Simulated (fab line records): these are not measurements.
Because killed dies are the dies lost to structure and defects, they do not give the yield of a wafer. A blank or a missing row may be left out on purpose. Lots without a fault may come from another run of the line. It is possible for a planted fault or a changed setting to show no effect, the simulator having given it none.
Matching of chambers | flow nand harc | 4 sister chambers for NHARC_P_STI_CMP_21 on cmp-03
The step polishes, t overpolish 20 s, target thk 380.67 nm. 22 wafers are shown with their chamber, then 11 later ones without.

WAFERS, EACH WITH ITS CHAMBER
wafer  | chamber | motor current A (A) | overpolish run s (s)
L076.1 | 0       | 12.2                | 20.002
L076.4 | 2       | 12.3                | 19.998
L076.5 | 1       | 10.4                | 19.988
L078.1 | 2       | 11.8                | 20.003
L078.2 | 0       | 12.8                | 20.004
L078.6 | 3       | 11.3                | 19.994
L079.2 | 0       | 12.4                | 20.004
L079.4 | 3       | 11.5                | 20.006
L079.5 | 1       | 10.3                | 19.994
L084.1 | 0       | 12.4                | 20.000
L084.4 | 1       | 10.4                | 19.991
L084.5 | 3       | 11.0                | 20.000
L086.1 | 3       | 11.4                | 19.991
L086.3 | 1       | 10.1                | 20.014
L086.4 | 2       | 11.9                | 20.006
L090.2 | 2       | 11.9                | 19.990
L090.4 | 3       | 11.4                | 20.032
L090.5 | 2       | 11.5                | 20.000
L092.2 | 0       | 12.4                | 20.004
L092.4 | 3       | 11.1                | 20.001
L092.6 | 1       | 10.1                | 20.008
L093.1 | 3       | 10.8                | 20.008

SIGNATURES (means of the wafers above)
reading          | chamber 0 | chamber 1 | chamber 2 | chamber 3 | scatter within a chamber
motor current A  | 12.440    | 10.260    | 11.880    | 11.214    | 0.236
overpolish run s | 20.00280  | 19.99900  | 19.99940  | 20.00457  | 0.00992
Rule: a wafer lies at a distance from a chamber equal to the root of the sum of squares, over the readings, of (its reading less the chamber's mean, divided by the reading's scatter). If the next closest chamber is less than 2 further off than the closest, the wafer can't be placed; otherwise it belongs to the closest. How the scatter is found: for the shown wafers, subtract from each reading the mean of its chamber, square and add these, divide the total by (wafers less chambers), then take the root.

WAFERS WITHOUT THEIR CHAMBER
wafer  | motor current A (A) | overpolish run s (s)
L093.2 | 12.0                | 20.000
L093.5 | 12.2                | 19.986
L095.1 | 12.3                | 19.990
L095.2 | 11.1                | 20.004
L095.6 | 12.0                | 20.005
L096.1 | 10.5                | 20.009
L096.4 | 11.5                | 20.015
L096.6 | 11.9                | 19.990
L097.1 | 12.4                | 19.985
L097.3 | 12.1                | 19.994
L097.5 | 12.0                | 20.001

THE CHAMBER EACH PASSED THROUGH
wafer  | from the rows above     | in truth
L093.2 | can't be placed: 2 or 0 | 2
L093.5 | can't be placed: 2 or 0 | 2
L095.1 | can't be placed: 0 or 2 | 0
L095.2 | 3                       | 3
L095.6 | can't be placed: 2 or 0 | 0
L096.1 | can't be placed: 1 or 3 | 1
L096.4 | can't be placed: 3 or 2 | 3
L096.6 | can't be placed: 2 or 0 | 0
L097.1 | can't be placed: 0 or 2 | 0
L097.3 | can't be placed: 2 or 0 | 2
L097.5 | can't be placed: 2 or 0 | 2
1 of 11 placed correctly. Can't be placed from these rows: 10 (the true chamber is among the candidates in 10). 0 placed wrongly.
